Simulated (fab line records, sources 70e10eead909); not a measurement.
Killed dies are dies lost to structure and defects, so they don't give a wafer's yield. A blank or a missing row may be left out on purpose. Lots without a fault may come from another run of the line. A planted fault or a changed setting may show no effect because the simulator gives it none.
Which tool did it? | flow nand_harc | 13 lots, 39 wafers sampled, at 3 steps of a route of 1302

WHAT THE GAUGES READ, wafer by wafer
NHARC_A_SIN_REMOVE_INSPECT_04. Usual: raw_defect_count 379, standard deviation 74.
lot  | measured     | on                | raw_defect_count | flag
L560 | day 20 00:19 | defect_inspect-02 | 443 348 384      |
L562 | day 20 23:11 | defect_inspect-02 | 289 384 392      |
L561 | day 20 23:11 | defect_inspect-01 | 304 310 404      |
L570 | day 24 05:12 | defect_inspect-01 | 454 436 649      |
L572 | day 24 17:59 | defect_inspect-01 | 412 344 273      |
L573 | day 25 05:18 | defect_inspect-02 | 458 356 443      |
L571 | day 25 05:19 | defect_inspect-01 | 334 373 374      |
L577 | day 26 15:39 | defect_inspect-02 | 431 426 352      |
L579 | day 28 13:16 | defect_inspect-02 | 422 341 371      |
L580 | day 28 13:16 | defect_inspect-01 | 399 344 289      |
L581 | day 28 17:01 | defect_inspect-02 | 634 376 547      |
L582 | day 29 20:32 | defect_inspect-02 | 424 476 392      |
L583 | day 30 16:36 | defect_inspect-01 | 246 280 238      |

WHICH TOOL RAN EACH LOT (tool, then ch and the chambers of the sampled wafers, then the start)
lot  | NHARC_A_SLIT_DEP_23             | NHARC_A_SLIT_STRIP_18
L560 | pecvd-02 ch 0,1,2, day 19 10:10 | rie_diel-07 ch 0,2,3, day 20 00:19 or earlier
L562 | pecvd-03 ch 0,2, day 20 09:32   | rie_diel-13 ch 0,1,3, day 20 23:11 or earlier
L561 | pecvd-02 ch 0,1,2, day 20 10:49 | rie_diel-01 ch 0,2, day 20 23:11 or earlier
L570 | pecvd-02 ch 0,1,2, day 23 12:22 | rie_diel-01 ch 2,3, day 24 05:12 or earlier
L572 | pecvd-02 ch 0,2, day 24 00:32   | rie_diel-07 ch 0,2, day 24 17:59 or earlier
L573 | pecvd-02 ch 0,1,2, day 24 15:31 | rie_diel-13 ch 0,1,3, day 25 05:18 or earlier
L571 | pecvd-02 ch 0,1,2, day 24 17:16 | rie_diel-07 ch 0,1,3, day 25 05:19 or earlier
L577 | pecvd-01 ch 0,1, day 26 02:55   | rie_diel-13 ch 0,2,3, day 26 15:39 or earlier
L579 | pecvd-03 ch 0,1,2, day 27 23:38 | rie_diel-13 ch 0,2,3, day 28 13:16 or earlier
L580 | pecvd-03 ch 0,1,2, day 28 01:04 | rie_diel-13 ch 0,2,3, day 28 13:16 or earlier
L581 | pecvd-01 ch 0,1, day 28 03:01   | rie_diel-07 ch 1,2, day 28 17:01 or earlier
L582 | pecvd-03 ch 0,1,2, day 29 06:57 | rie_diel-01 ch 0,1,3, day 29 20:32 or earlier
L583 | pecvd-01 ch 0,1,2, day 30 01:38 | rie_diel-01 ch 0,2,3, day 30 16:36 or earlier
- NHARC_A_SLIT_DEP_23: deposits SiON, target thk 100 nm.
- NHARC_A_SLIT_STRIP_18: strips in O2.

WHAT THE TOOLS THEMSELVES READ (means of the sampled wafers that have a number; where no wafer has one, the mark that the record gives instead)
NHARC_A_SLIT_DEP_23. Usual: heater_power_outer_w 448 W, standard deviation 67; heater_power_w 759 W, standard deviation 110.
lot  | tool     | heater_power_outer_w (W) | heater_power_w (W) | flag
L560 | pecvd-02 | 459                      | 775                |
L562 | pecvd-03 | 469                      | 794                |
L561 | pecvd-02 | 475                      | 820                |
L570 | pecvd-02 | 453                      | 777                |
L572 | pecvd-02 | 448                      | 781                |
L573 | pecvd-02 | 488                      | 827                |
L571 | pecvd-02 | 460                      | 801                |
L577 | pecvd-01 | 454                      | 731                |
L579 | pecvd-03 | 485                      | 811                |
L580 | pecvd-03 | 469                      | 814                |
L581 | pecvd-01 | 483                      | 773                |
L582 | pecvd-03 | 499                      | 837                |
L583 | pecvd-01 | 414                      | 684                |

NHARC_A_SLIT_STRIP_18. Usual: drypump_motor_current_A 5.9 A, standard deviation 0.46; oes_product_au 1.000 a.u., standard deviation 0.0099; rf_vpp_V 57.7 V, standard deviation 0.84; showerhead_plenum_p_Torr 3.53 Torr, standard deviation 0.12; throttle_valve_pct 17.036 %, standard deviation 0.0095.
lot  | tool        | drypump_motor_current_A (A) | oes_product_au (a.u.) | rf_vpp_V (V) | showerhead_plenum_p_Torr (Torr) | throttle_valve_pct (%) | flag
L560 | rie_diel-07 | 5.5                         | 1.005                 | 58.1         | 3.56                            | 17.032                 |
L562 | rie_diel-13 | 6.2                         | 1.000                 | 57.8         | 3.55                            | 17.033                 |
L561 | rie_diel-01 | 5.4                         | 1.005                 | 57.4         | 3.52                            | 17.046                 |
L570 | rie_diel-01 | 5.7                         | 1.005                 | 58.0         | 3.53                            | 17.039                 |
L572 | rie_diel-07 | 5.5                         | 1.007                 | 57.5         | 3.50                            | 17.037                 |
L573 | rie_diel-13 | 6.2                         | 0.997                 | 58.8         | 3.54                            | 17.034                 |
L571 | rie_diel-07 | 5.8                         | 1.007                 | 57.5         | 3.45                            | 17.039                 |
L577 | rie_diel-13 | 5.8                         | 0.984                 | 57.9         | 3.48                            | 17.034                 |
L579 | rie_diel-13 | 5.8                         | 0.999                 | 57.4         | 3.48                            | 17.030                 |
L580 | rie_diel-13 | 5.8                         | 0.990                 | 57.6         | 3.48                            | 17.042                 |
L581 | rie_diel-07 | 6.3                         | 1.003                 | 58.0         | 3.52                            | 17.032                 |
L582 | rie_diel-01 | 5.9                         | 0.999                 | 57.9         | 3.57                            | 17.027                 |
L583 | rie_diel-01 | 5.7                         | 1.004                 | 57.2         | 3.55                            | 17.034                 |

THE ANSWER, worked out from the rows above alone
Rule: a lot is off if the mean of its wafers that have a number lies more than 3 standard deviations from the usual mean. A lot without any number at a reading at which 4 lots or more have one is off too. The other lots that the step has rows for count as sound. The gauges are gone through in route order, then the tools' own readings, and for those a lot's mean is taken as printed above. The first step at which some lot is off is used, and at that step the reading that is off furthest; a lot without a number counts as furthest.
No lot is off at any reading shown: from this, nothing can be told.

WHAT THE SIMULATOR HAD PUT IN
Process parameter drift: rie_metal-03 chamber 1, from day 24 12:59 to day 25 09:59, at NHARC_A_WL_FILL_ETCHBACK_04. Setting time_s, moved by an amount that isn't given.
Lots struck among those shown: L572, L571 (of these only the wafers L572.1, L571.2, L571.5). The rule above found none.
